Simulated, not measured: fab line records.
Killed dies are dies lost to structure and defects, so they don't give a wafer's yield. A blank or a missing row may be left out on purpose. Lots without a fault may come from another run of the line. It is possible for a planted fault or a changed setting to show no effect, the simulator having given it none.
Comparing a struck lot with a sound one :: flow nand_harc :: 14 steps out of a route of 1302
Sound: these wafers, L185.1, L185.2, L185.4. The struck wafers were L194.2, L194.4, L194.5. Last of all comes the cause.
Each step with rows lists, per side, the tool, then ch with its chambers, then its first start. Under that, the readings that differ: sound wafers :: struck wafers :: difference of the means :: sigmas: that difference in standard deviations of wafers without a fault.
alike: words and numbers the same on both sides, and readings whose means are apart by under 2 such deviations; not compared: readings that were withheld, readings missing a value for some wafer, numbers with overlapping values and no deviation given by the record, and bounds like >300 which may hide the same value.
The two part at a step that has a row with sigmas, a row that says differs or no value, or rows on one side only. Non-overlapping numbers with no deviation appear without sigmas and do not part them. A reading that every wafer of one side lacks parts them only if that side has two wafers or more.

NHARC_A_CONTACT_ETCH_113: etches the open film in C4F8/O2/Ar, time 190 s, target depth 1850 nm.
  sound on har_cap_etch-01 ch 0,1, day 25 14:11; struck on har_cap_etch-02 ch 0,1, day 29 01:25
  alike: chamber_pressure_mTorr, oes_air_line_au
  not compared: rf_hours_counter_h
then, 2 steps without rows for these wafers: NHARC_A_CONTACT_ETCH_114 (etches the open film in C4F8/O2/Ar, time 190 s, target depth 1850 nm); NHARC_A_CONTACT_ETCH_115 (etches the open film in C4F8/O2/Ar, time 190 s, target depth 1850 nm).
NHARC_A_CONTACT_ETCH_116: etches the open film in C4F8/O2/Ar, time 190 s, target depth 1850 nm.
  sound on har_cap_etch-01 ch 0,1, day 25 14:42; struck on har_cap_etch-02 ch 0,1, day 29 01:55
  alike: chamber_pressure_mTorr, oes_air_line_au
  not compared: rf_hours_counter_h
then, 1 step without rows for these wafers: NHARC_A_CONTACT_ETCH_117 (etches the open film in C4F8/O2/Ar, time 190 s, target depth 1850 nm).
NHARC_A_CONTACT_ETCH_118: etches the open film in C4F8/O2/Ar, time 190 s, target depth 1850 nm.
  sound on har_cap_etch-01 ch 0,1, day 25 15:02; struck on har_cap_etch-02 ch 0,1, day 29 02:16
  alike: chamber_pressure_mTorr, oes_air_line_au
  not compared: rf_hours_counter_h
NHARC_A_CONTACT_ETCH_119: etches the open film in C4F8/O2/Ar, time 190 s, target depth 1850 nm.
  sound on har_cap_etch-01 ch 0,1, day 25 15:13; struck on har_cap_etch-02 ch 0,1, day 29 02:26
reading: oes_air_line_au (a.u.)
sound: 0.964 0.969 0.943
struck: 1.034 1.001 1.012
difference: +0.057
sigmas: +3
  alike: chamber_pressure_mTorr
  not compared: rf_hours_counter_h
then, 2 steps without rows for these wafers: NHARC_A_CONTACT_ETCH_120 (etches the open film in C4F8/O2/Ar, time 190 s, target depth 1850 nm); NHARC_A_CONTACT_ETCH_121 (etches the open film in C4F8/O2/Ar, time 190 s, target depth 1850 nm).
NHARC_A_CONTACT_ETCH_122: etches the open film in C4F8/O2/Ar, time 190 s, target depth 1850 nm.
  sound on har_cap_etch-01 ch 0,1, day 25 15:43; struck on har_cap_etch-02 ch 0,1, day 29 02:57
  alike: chamber_pressure_mTorr, oes_air_line_au
  not compared: rf_hours_counter_h
then, 2 steps without rows for these wafers: NHARC_A_CONTACT_ETCH_123 (etches the open film in C4F8/O2/Ar, time 490 s, target depth 2110 nm); NHARC_A_CONTACT_ETCH_90 (etches the open film in CH3F/O2, target depth 40 nm, time 85.7 s).
NHARC_A_CONTACT_ETCH_96: etches the open film in C4F6/O2, target depth 20 nm, time 10 s.
  sound on rie_diel-10 ch 1,2, day 25 17:02; struck on rie_diel-04 ch 1,2,3, day 29 04:14
  no value came back on the struck wafers for any of 7 readings (bias_w (W), c4f6_flow_sccm (sccm) and others); on the sound wafers bias_w (W) reads 502.0 500.7 500.4
  not compared: rf_hours_counter_h
NHARC_A_CONTACT_CD_MEAS_53:
  sound on cd_sem-01, day 25 17:07; struck on cd_sem-03, day 29 04:20
  alike: cd_nm

WHERE THEY PART
Earliest at NHARC_A_CONTACT_ETCH_119; latest, in this record, at NHARC_A_CONTACT_ETCH_96. Later steps at which nothing parts them and some readings are alike: NHARC_A_CONTACT_CD_MEAS_53.

WHY: the cause the simulator had injected
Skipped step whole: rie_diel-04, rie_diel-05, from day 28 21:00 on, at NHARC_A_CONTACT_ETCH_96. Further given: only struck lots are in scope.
